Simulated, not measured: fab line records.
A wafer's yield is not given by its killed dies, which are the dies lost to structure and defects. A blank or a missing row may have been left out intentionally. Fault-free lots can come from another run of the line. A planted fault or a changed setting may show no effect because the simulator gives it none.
Commonality check across tools || flow n5_finfet || Lots sampled 12, wafers sampled 36

== WHY IT WAS OPENED ==
Flagged at N5_BEOL_M9_OCD_MEAS_38: reading trench_depth_nm, on 3 of 12 lots. No-fault wafers: 150 nm, standard deviation 3.2.
Rule: a lot is flagged when every wafer of it that has a number lies more than 4 standard deviations from that mean, or none has a number. The rest of the lots are taken to be sound.

{"lot": "L739", "measured": "day 9 05:51", "on": "ocd-02", "trench_depth_nm (nm), wafer by wafer": "146 151 157", "flag": ""}
{"lot": "L741", "measured": "day 9 22:45", "on": "ocd-01", "trench_depth_nm (nm), wafer by wafer": "148 151 151", "flag": ""}
{"lot": "L740", "measured": "day 10 02:45", "on": "ocd-02", "trench_depth_nm (nm), wafer by wafer": "150 151 152", "flag": ""}
{"lot": "L742", "measured": "day 10 11:09", "on": "ocd-01", "trench_depth_nm (nm), wafer by wafer": "151 149 148", "flag": ""}
{"lot": "L743", "measured": "day 10 14:40", "on": "ocd-01", "trench_depth_nm (nm), wafer by wafer": "148 149 150", "flag": ""}
{"lot": "L744", "measured": "day 10 21:22", "on": "ocd-01", "trench_depth_nm (nm), wafer by wafer": "149 147 146", "flag": ""}
{"lot": "L745", "measured": "day 11 02:59", "on": "ocd-02", "trench_depth_nm (nm), wafer by wafer": "146 148 149", "flag": ""}
{"lot": "L747", "measured": "day 11 09:16", "on": "ocd-02", "trench_depth_nm (nm), wafer by wafer": "147 151 152", "flag": ""}
{"lot": "L749", "measured": "day 12 01:13", "on": "ocd-02", "trench_depth_nm (nm), wafer by wafer": "151 150 147", "flag": ""}
{"lot": "L752", "measured": "day 12 23:44", "on": "ocd-01", "trench_depth_nm (nm), wafer by wafer": "105 104 105", "flag": "FLAGGED"}
{"lot": "L754", "measured": "day 13 03:43", "on": "ocd-02", "trench_depth_nm (nm), wafer by wafer": "102 106 104", "flag": "FLAGGED"}
{"lot": "L753", "measured": "day 13 08:20", "on": "ocd-02", "trench_depth_nm (nm), wafer by wafer": "105 111 107", "flag": "FLAGGED"}
The numbers of the flagged lots are 105 nm on average: -45 nm against the usual, or -14 standard deviations.

== TOOL THAT RAN EACH LOT ==
The record holds 2 process steps before the reading, out of a route of 1938 steps. In each cell: the tool, then ch and the chambers that the sampled wafers went through, then the start.
{"lot": "L739", "flag": "", "N5_BEOL_M9_ETCH_66": "rie_diel-06 ch 0,1,2, day 9 05:28", "N5_BEOL_M9_TRENCH_ETCH_37": "rie_diel-06 ch 0,1,2, day 9 05:40"}
{"lot": "L741", "flag": "", "N5_BEOL_M9_ETCH_66": "rie_diel-06 ch 0,1,3, day 9 22:22", "N5_BEOL_M9_TRENCH_ETCH_37": "rie_diel-06 ch 0,1,3, day 9 22:35"}
{"lot": "L740", "flag": "", "N5_BEOL_M9_ETCH_66": "rie_diel-06 ch 0,3, day 10 02:22", "N5_BEOL_M9_TRENCH_ETCH_37": "rie_diel-06 ch 0,3, day 10 02:34"}
{"lot": "L742", "flag": "", "N5_BEOL_M9_ETCH_66": "rie_diel-05 ch 0,2, day 10 10:46", "N5_BEOL_M9_TRENCH_ETCH_37": "rie_diel-05 ch 0,2, day 10 10:58"}
{"lot": "L743", "flag": "", "N5_BEOL_M9_ETCH_66": "rie_diel-02 ch 0,3, day 10 14:17", "N5_BEOL_M9_TRENCH_ETCH_37": "rie_diel-02 ch 0,3, day 10 14:29"}
{"lot": "L744", "flag": "", "N5_BEOL_M9_ETCH_66": "rie_diel-02 ch 2,3, day 10 20:59", "N5_BEOL_M9_TRENCH_ETCH_37": "rie_diel-02 ch 2,3, day 10 21:11"}
{"lot": "L745", "flag": "", "N5_BEOL_M9_ETCH_66": "rie_diel-02 ch 0,1,2, day 11 02:36", "N5_BEOL_M9_TRENCH_ETCH_37": "rie_diel-02 ch 0,1,2, day 11 02:49"}
{"lot": "L747", "flag": "", "N5_BEOL_M9_ETCH_66": "rie_diel-02 ch 0,2,3, day 11 08:53", "N5_BEOL_M9_TRENCH_ETCH_37": "rie_diel-02 ch 0,2,3, day 11 09:05"}
{"lot": "L749", "flag": "", "N5_BEOL_M9_ETCH_66": "rie_diel-02 ch 0,2,3, day 12 00:50", "N5_BEOL_M9_TRENCH_ETCH_37": "rie_diel-02 ch 0,2,3, day 12 01:03"}
{"lot": "L752", "flag": "FLAGGED", "N5_BEOL_M9_ETCH_66": "rie_diel-05 ch 0,1,2, day 12 23:22", "N5_BEOL_M9_TRENCH_ETCH_37": "rie_diel-05 ch 0,1,2, day 12 23:34"}
{"lot": "L754", "flag": "FLAGGED", "N5_BEOL_M9_ETCH_66": "rie_diel-02 ch 0,2,3, day 13 03:20", "N5_BEOL_M9_TRENCH_ETCH_37": "rie_diel-02 ch 0,2,3, day 13 03:32"}
{"lot": "L753", "flag": "FLAGGED", "N5_BEOL_M9_ETCH_66": "rie_diel-06 ch 0,1,2, day 13 07:58", "N5_BEOL_M9_TRENCH_ETCH_37": "rie_diel-06 ch 0,1,2, day 13 08:10"}
What these steps do:
- N5_BEOL_M9_ETCH_66: etches SOC in N2/H2, target depth 80 nm, overetch 16 nm, time 120 s.
- N5_BEOL_M9_TRENCH_ETCH_37: etches SiCOH lowk in C4F6/O2, target depth 151.43 nm, time 49 s.
- N5_BEOL_M9_OCD_MEAS_38

== FLAGGED AGAINST TOTAL, ONE TOOL AT A TIME (gauges that did the reading follow at the end) ==
{"step": "N5_BEOL_M9_ETCH_66", "tool": "rie_diel-02", "lots run": 6, "flagged": 1, "share of the flagged lots": "some", "sound lots run after its first flagged lot": 0}
{"step": "N5_BEOL_M9_ETCH_66", "tool": "rie_diel-05", "lots run": 2, "flagged": 1, "share of the flagged lots": "some", "sound lots run after its first flagged lot": 0}
{"step": "N5_BEOL_M9_ETCH_66", "tool": "rie_diel-06", "lots run": 4, "flagged": 1, "share of the flagged lots": "some", "sound lots run after its first flagged lot": 0}
{"step": "N5_BEOL_M9_TRENCH_ETCH_37", "tool": "rie_diel-02", "lots run": 6, "flagged": 1, "share of the flagged lots": "some", "sound lots run after its first flagged lot": 0}
{"step": "N5_BEOL_M9_TRENCH_ETCH_37", "tool": "rie_diel-05", "lots run": 2, "flagged": 1, "share of the flagged lots": "some", "sound lots run after its first flagged lot": 0}
{"step": "N5_BEOL_M9_TRENCH_ETCH_37", "tool": "rie_diel-06", "lots run": 4, "flagged": 1, "share of the flagged lots": "some", "sound lots run after its first flagged lot": 0}
{"step": "N5_BEOL_M9_OCD_MEAS_38", "tool": "ocd-01", "lots run": 5, "flagged": 1, "share of the flagged lots": "some", "sound lots run after its first flagged lot": 0}
{"step": "N5_BEOL_M9_OCD_MEAS_38", "tool": "ocd-02", "lots run": 7, "flagged": 2, "share of the flagged lots": "some", "sound lots run after its first flagged lot": 0}

== WHAT THE TABLE ALLOWS ==
No row of the table ran every flagged lot.

== WHAT THE SIMULATOR HAD PUT IN ==
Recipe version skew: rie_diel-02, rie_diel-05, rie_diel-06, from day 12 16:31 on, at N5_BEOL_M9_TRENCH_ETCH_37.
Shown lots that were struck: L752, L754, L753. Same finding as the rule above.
